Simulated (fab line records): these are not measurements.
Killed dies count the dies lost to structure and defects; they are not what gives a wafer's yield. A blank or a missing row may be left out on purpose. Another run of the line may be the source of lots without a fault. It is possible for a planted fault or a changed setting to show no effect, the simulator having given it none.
8D (eight disciplines) problem report, filled in by code	flow nandHarc	the parts of the form that need people (team, actions taken, sign-off) are left out

## 1. WHAT WENT WRONG
At NHARC_A_CHANNEL_HOLE_D1_ETCH_44, throttleValvePct averages 14.354 % over 6 wafers from 2 lots, while fault-free wafers read 13.397 %, standard deviation 0.0077. So: +99 or more standard deviations from the usual mean.
The step: etches the open film in CF4/O2, target depth 140 nm, overetch 14 nm, time 77 s.
Earliest sighting: wafer L710.3 on rieDiel-09 at day 15 00:28. The record has a number at this step for 33 wafers belonging to 11 lots. By rule, "out" or "out of limits" means more than 4 standard deviations away from the usual mean. All remaining wafers that have a number are taken as sound.

## 2. WHAT IT IS; WHAT IT IS NOT
question	is	is not
which readings at this step	throttleValvePct, cf4FlowSccm, oes_f_703_au, oes_o_777_au	drypumpMotorCurrentA, rfVppV
which lots	L709, L710	L696, L697, L701, L702, L703, L704, L705, L708, L719
which wafers of those lots	all that have a number	-
read on which tools	rieDiel-09	rieDiel-06
when	from day 15 00:28	up to then (24 sound wafers); but 3 sound wafers of L719 came after

## 3. WHAT RULES OUT EACH SUSPECT
Counting: a tool at any process step up to the reading remains a suspect when it ran all the lots that are out and ran no sound lot after the first of those.
- rieDiel-09 at NHARC_A_CHANNEL_HOLE_D1_ETCH_44 (etches the open film in CF4/O2, target depth 140 nm, overetch 14 nm, time 77 s): ruled out as a lasting fault. Following L710 (day 15 00:28), the first lot on it that is out, the sound lots L719 were run on it.
Left after counting: nothing in the record.

## 4. THE CAUSE (what the simulator had put in)
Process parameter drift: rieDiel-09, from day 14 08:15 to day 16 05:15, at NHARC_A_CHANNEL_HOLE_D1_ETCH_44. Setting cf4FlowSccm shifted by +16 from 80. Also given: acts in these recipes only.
Counting ruled it out, wrongly.

## 5. SEQUENCE OF EFFECTS, ordered by route
Rows list readings where the struck wafers' mean (over those with a number) sits beyond 3 standard deviations from the usual. Readings are gone through only where the record gives a usual standard deviation; hours: the median, over the lots, of the time from a lot's start at the first step in this table giving one to that lot's start at this step; sigmas: the change measured in usual standard deviations.
hours	step	reading	usual	on struck wafers	change	sigmas
0	NHARC_A_CHANNEL_HOLE_D1_ETCH_44	cf4FlowSccm	79.98 sccm	96.02	+16.04	+62
0	NHARC_A_CHANNEL_HOLE_D1_ETCH_44	oes_f_703_au	1.000 a.u.	0.940	-0.060	-13
0	NHARC_A_CHANNEL_HOLE_D1_ETCH_44	oes_o_777_au	1.000 a.u.	0.815	-0.185	-41
0	NHARC_A_CHANNEL_HOLE_D1_ETCH_44	throttleValvePct	13.397 %	14.354	+0.957	+99 or more
The process steps in it:
- NHARC_A_CHANNEL_HOLE_D1_ETCH_44: etches the open film in CF4/O2, target depth 140 nm, overetch 14 nm, time 77 s.

## 6. HOW IT WOULD HAVE BEEN CAUGHT EARLIER
In this record the first reading out of limits was taken at day 15 00:28, 16 hours after the fault began at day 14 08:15.
